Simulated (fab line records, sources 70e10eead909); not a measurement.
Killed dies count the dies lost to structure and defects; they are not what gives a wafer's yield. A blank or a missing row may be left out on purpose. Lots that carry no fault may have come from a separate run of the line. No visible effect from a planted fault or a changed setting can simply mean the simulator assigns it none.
One fault seen from 2 desks :: flow nand harc :: each desk holds nothing but its own numbers, with what lay behind them at the end

== FROM THE METROLOGY DESK ==
What the gauges read for every lot (on any tool): the sampled wafers with a number, averaged. Marked OUT: a lot whose mean sits more than 4 standard deviations from the usual mean, which makes it out of limits; the brackets give that distance.
Columns: A = cd nm at NHARC_A_M1_CD_MEAS_09, usual 119.7 nm; B = cd nm at NHARC_A_M1_CD_MEAS_16, usual 119.5 nm
lot: L128
first seen here: day 17 23:13
A: 120.1
B: 119.7

lot: L131
first seen here: day 18 01:33
A: 120.0
B: 119.3

lot: L132
first seen here: day 18 03:14
A: 118.7
B: 119.7

lot: L133
first seen here: day 18 09:06
A: 119.5
B: 119.5

lot: L130
first seen here: day 18 12:05
A: 119.8
B: 119.9

lot: L134
first seen here: day 18 18:08
A: 119.0
B: 119.2

lot: L135
first seen here: day 19 13:18
A: 119.6
B: 119.7

lot: L138
first seen here: day 19 18:02
A: 119.9
B: 119.9

lot: L136
first seen here: day 20 02:35
A: 119.9
B: 120.3

lot: L141
first seen here: day 20 13:59
A: 120.4
B: 120.7

lot: L139
first seen here: day 20 14:59
A: 120.4
B: 119.8

lot: L142
first seen here: day 21 17:35
A: 87.3 (-40) OUT
B: 86.8 (-33) OUT

lot: L143
first seen here: day 21 17:37
A: 87.9 (-40) OUT
B: 87.5 (-32) OUT

lot: L149
first seen here: day 22 21:34
A: 119.5
B: 118.8
Finding of this desk: L142, L143 out of limits; the first was L142 at day 21 17:35, on cd nm at NHARC_A_M1_CD_MEAS_09. In limits: L128, L131, L132, L133, L130, L134, L135, L138, L136, L141, L139, L149.

== DESK OF THE TOOL OWNER: litho track-01 ==
The tool's own readings at NHARC_A_M1_PEB_07 (peb time 65 s): means of the sampled wafers that have a number, for each lot that ran on this tool. Marked OUT: a lot whose mean sits more than 4 standard deviations from the usual mean, which makes it out of limits; the brackets give that distance.
Columns: A = exhaust pa at NHARC_A_M1_PEB_07, usual 45.0 Pa; B = heater power total W at NHARC_A_M1_PEB_07, usual 156.6 W; C = plate temp C at NHARC_A_M1_PEB_07, usual 100.01 C
lot: L131
first seen here: day 18 01:28
A: 45.7
B: 156.7
C: 99.96

lot: L133
first seen here: day 18 09:01
A: 44.7
B: 156.2
C: 99.79

lot: L141
first seen here: day 20 13:55
A: 44.3
B: 157.0
C: 99.93

lot: L142
first seen here: day 21 17:30
A: 44.2
B: 140.7 (-36) OUT
C: 92.26 (-55) OUT

lot: L143
first seen here: day 21 17:32
A: 45.1
B: 140.3 (-37) OUT
C: 92.51 (-54) OUT
Finding of this desk: L142, L143 out of limits; the first was L142 at day 21 17:30, on heater power total W at NHARC_A_M1_PEB_07. In limits: L131, L133, L141.

== BROUGHT TOGETHER ==
At day 21 17:30, on L142, L143, the tool owner's desk was in a position to raise an alarm.
An alarm was possible from the metrology desk at day 21 17:35, on L142, L143.
All the named lots went through NHARC_A_M1_PEB_07 on litho track-01.

== WHAT WAS PUT IN BY THE SIMULATOR ==
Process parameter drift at NHARC_A_M1_PEB_07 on litho track-01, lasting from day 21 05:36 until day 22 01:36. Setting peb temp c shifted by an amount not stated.
Shown lots that were struck: L142, L143.
Fault start to first reading out of limits, in hours, per desk: tool owner, 12; metrology, 12.
